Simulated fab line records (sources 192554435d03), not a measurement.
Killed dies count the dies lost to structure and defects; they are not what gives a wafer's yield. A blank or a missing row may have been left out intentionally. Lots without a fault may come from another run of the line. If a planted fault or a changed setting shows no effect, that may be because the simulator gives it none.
Split-lot experiment :: flow n5-finfet :: 21 wafers read from 7 lots, route of 1938 steps

SPLIT DETAILS
At N5_MOL_CONTACT_COAG_DESCUM_45 (chemistry O2, time 7 s), the setting time-s was moved away from the recipe's 7 s on 7 of the 21 wafers read, by -17.1% to +15.6%. For the rest of the wafers, this setting stayed at what the recipe calls for.

The reading is taken at the split's own step.

THE READING
CAR-EUV_of_MOL_CONTACT_COAG_COAT_34.thk-nm (the simulator's own value, which no gauge read), in nm, at N5_MOL_CONTACT_COAG_DESCUM_45 (chemistry O2, time 7 s). There is no usual value for it anywhere in the file. Across the 14 wafers here that went through the recipe, the average is 36.0 nm and the standard deviation 0.15 nm.

wafer: L080.1
tool, chamber at the split: rie-diel-03, 3,0
time-s as run, s: 7
against the recipe: recipe
CAR-EUV_of_MOL_CONTACT_COAG_COAT_34.thk-nm, nm: 36
against lot-mates on the recipe: -

wafer: L080.2
tool, chamber at the split: rie-diel-03, 3,0
time-s as run, s: 7
against the recipe: recipe
CAR-EUV_of_MOL_CONTACT_COAG_COAT_34.thk-nm, nm: 36
against lot-mates on the recipe: -

wafer: L080.5
tool, chamber at the split: rie-diel-03, 1
time-s as run, s: 7
against the recipe: recipe
CAR-EUV_of_MOL_CONTACT_COAG_COAT_34.thk-nm, nm: 35.8
against lot-mates on the recipe: -

wafer: L081.3
tool, chamber at the split: rie-diel-03, 3
time-s as run, s: 7
against the recipe: recipe
CAR-EUV_of_MOL_CONTACT_COAG_COAT_34.thk-nm, nm: 36.4
against lot-mates on the recipe: -

wafer: L081.4
tool, chamber at the split: rie-diel-03, 2
time-s as run, s: 7.514
against the recipe: +7.3%
CAR-EUV_of_MOL_CONTACT_COAG_COAT_34.thk-nm, nm: 36
against lot-mates on the recipe: -0.3

wafer: L081.6
tool, chamber at the split: rie-diel-03, 0
time-s as run, s: 7
against the recipe: recipe
CAR-EUV_of_MOL_CONTACT_COAG_COAT_34.thk-nm, nm: 36.2
against lot-mates on the recipe: -

wafer: L084.1
tool, chamber at the split: rie-diel-02, 1
time-s as run, s: 7
against the recipe: recipe
CAR-EUV_of_MOL_CONTACT_COAG_COAT_34.thk-nm, nm: 36
against lot-mates on the recipe: -

wafer: L084.5
tool, chamber at the split: rie-diel-02, 1
time-s as run, s: 7
against the recipe: recipe
CAR-EUV_of_MOL_CONTACT_COAG_COAT_34.thk-nm, nm: 36
against lot-mates on the recipe: -

wafer: L084.4
tool, chamber at the split: rie-diel-02, 3
time-s as run, s: 5.996
against the recipe: -14.3%
CAR-EUV_of_MOL_CONTACT_COAG_COAT_34.thk-nm, nm: 36.4
against lot-mates on the recipe: +0.4

wafer: L088.1
tool, chamber at the split: rie-diel-02, 3
time-s as run, s: 7
against the recipe: recipe
CAR-EUV_of_MOL_CONTACT_COAG_COAT_34.thk-nm, nm: 35.8
against lot-mates on the recipe: -

wafer: L088.2
tool, chamber at the split: rie-diel-02, 0,2
time-s as run, s: 7.45
against the recipe: +6.4%
CAR-EUV_of_MOL_CONTACT_COAG_COAT_34.thk-nm, nm: 35.6
against lot-mates on the recipe: -0.2

wafer: L088.3
tool, chamber at the split: rie-diel-02, 0,2
time-s as run, s: 7.45
against the recipe: +6.4%
CAR-EUV_of_MOL_CONTACT_COAG_COAT_34.thk-nm, nm: 35.6
against lot-mates on the recipe: -0.2

wafer: L091.1
tool, chamber at the split: rie-diel-03, 2
time-s as run, s: 7
against the recipe: recipe
CAR-EUV_of_MOL_CONTACT_COAG_COAT_34.thk-nm, nm: 36
against lot-mates on the recipe: -

wafer: L091.5
tool, chamber at the split: rie-diel-03, 2
time-s as run, s: 8.091
against the recipe: +15.6%
CAR-EUV_of_MOL_CONTACT_COAG_COAT_34.thk-nm, nm: 35.4
against lot-mates on the recipe: -0.6

wafer: L091.6
tool, chamber at the split: rie-diel-03, 3
time-s as run, s: 8.091
against the recipe: +15.6%
CAR-EUV_of_MOL_CONTACT_COAG_COAT_34.thk-nm, nm: 35.6
against lot-mates on the recipe: -0.4

wafer: L093.1
tool, chamber at the split: rie-diel-02, 3
time-s as run, s: 5.805
against the recipe: -17.1%
CAR-EUV_of_MOL_CONTACT_COAG_COAT_34.thk-nm, nm: 37
against lot-mates on the recipe: +0.8

wafer: L093.2
tool, chamber at the split: rie-diel-02, 2,0
time-s as run, s: 7
against the recipe: recipe
CAR-EUV_of_MOL_CONTACT_COAG_COAT_34.thk-nm, nm: 36.2
against lot-mates on the recipe: -

wafer: L093.5
tool, chamber at the split: rie-diel-02, 2,0
time-s as run, s: 7
against the recipe: recipe
CAR-EUV_of_MOL_CONTACT_COAG_COAT_34.thk-nm, nm: 36.2
against lot-mates on the recipe: -

wafer: L095.3
tool, chamber at the split: rie-diel-02, 3,0,3
time-s as run, s: 7
against the recipe: recipe
CAR-EUV_of_MOL_CONTACT_COAG_COAT_34.thk-nm, nm: 36
against lot-mates on the recipe: -

wafer: L095.4
tool, chamber at the split: rie-diel-02, 3,0,3
time-s as run, s: 7
against the recipe: recipe
CAR-EUV_of_MOL_CONTACT_COAG_COAT_34.thk-nm, nm: 36
against lot-mates on the recipe: -

wafer: L095.6
tool, chamber at the split: rie-diel-02, 3,0,3
time-s as run, s: 7
against the recipe: recipe
CAR-EUV_of_MOL_CONTACT_COAG_COAT_34.thk-nm, nm: 36
against lot-mates on the recipe: -
If several chambers appear in one row, that row covers several wafers at once and the file leaves open which wafer was in which chamber.

FIT RESULTS
A straight line over all 21 wafers: CAR-EUV_of_MOL_CONTACT_COAG_COAT_34.thk-nm changes by -0.0397 nm for each +1% of time-s; r = -0.86; the points scatter about the line by 0.18 nm.
The same after taking each lot's own level away (the mean of its wafers on the recipe; 21 wafers): -0.0357 nm for each +1%; r = -0.96; scatter 0.08 nm.
On that fit, the largest move of time-s shifts the reading by 0.61 nm.
The span of the lots' own levels, 35.80 to 36.30 nm, comes to 3.2 times the standard deviation stated above.
So the lot-to-lot level changes the slope: the two fits differ.
Check: +0.525 nm against its lot-mates is what the line predicts for one of the wafers moved furthest among these (-17.1%) when that wafer is left out of the fit. It came out at +0.8 nm against them.

THE OTHER SPLITS THESE WAFERS WENT THROUGH
Note: prior to the reading, these wafers also went through further splits. Each is held against what the fit with the lots' levels taken away leaves over:
other split on the same wafers: N5_SD_EPI_N_EPI_21 epi-growth-time-s
wafers away from the commonest value: 7
r with CAR-EUV_of_MOL_CONTACT_COAG_COAT_34.thk-nm (lot level and that fit taken away): +0.15

other split on the same wafers: N5_ILD0_CMP_03 down-force-psi
wafers away from the commonest value: 8
r with CAR-EUV_of_MOL_CONTACT_COAG_COAT_34.thk-nm (lot level and that fit taken away): -0.24

other split on the same wafers: N5_HKMG_FIN_PEB_10 peb-time-s
wafers away from the commonest value: 8
r with CAR-EUV_of_MOL_CONTACT_COAG_COAT_34.thk-nm (lot level and that fit taken away): -0.19

other split on the same wafers: N5_GATE_CUT_ETCH_58 bias-w
wafers away from the commonest value: 7
r with CAR-EUV_of_MOL_CONTACT_COAG_COAT_34.thk-nm (lot level and that fit taken away): +0.02

other split on the same wafers: N5_GATE_CUT_COAT_27 spin-rpm
wafers away from the commonest value: 9
r with CAR-EUV_of_MOL_CONTACT_COAG_COAT_34.thk-nm (lot level and that fit taken away): +0.01

other split on the same wafers: N5_MOL_CONTACT_COAG_SPUTTER_130 power-w
wafers away from the commonest value: 7
r with CAR-EUV_of_MOL_CONTACT_COAG_COAT_34.thk-nm (lot level and that fit taken away): -0.24

FILE'S OWN FIT
CAR-EUV_of_MOL_CONTACT_COAG_COAT_34.thk-nm changes by -0.0367 nm for each +1% of time-s, r = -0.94.
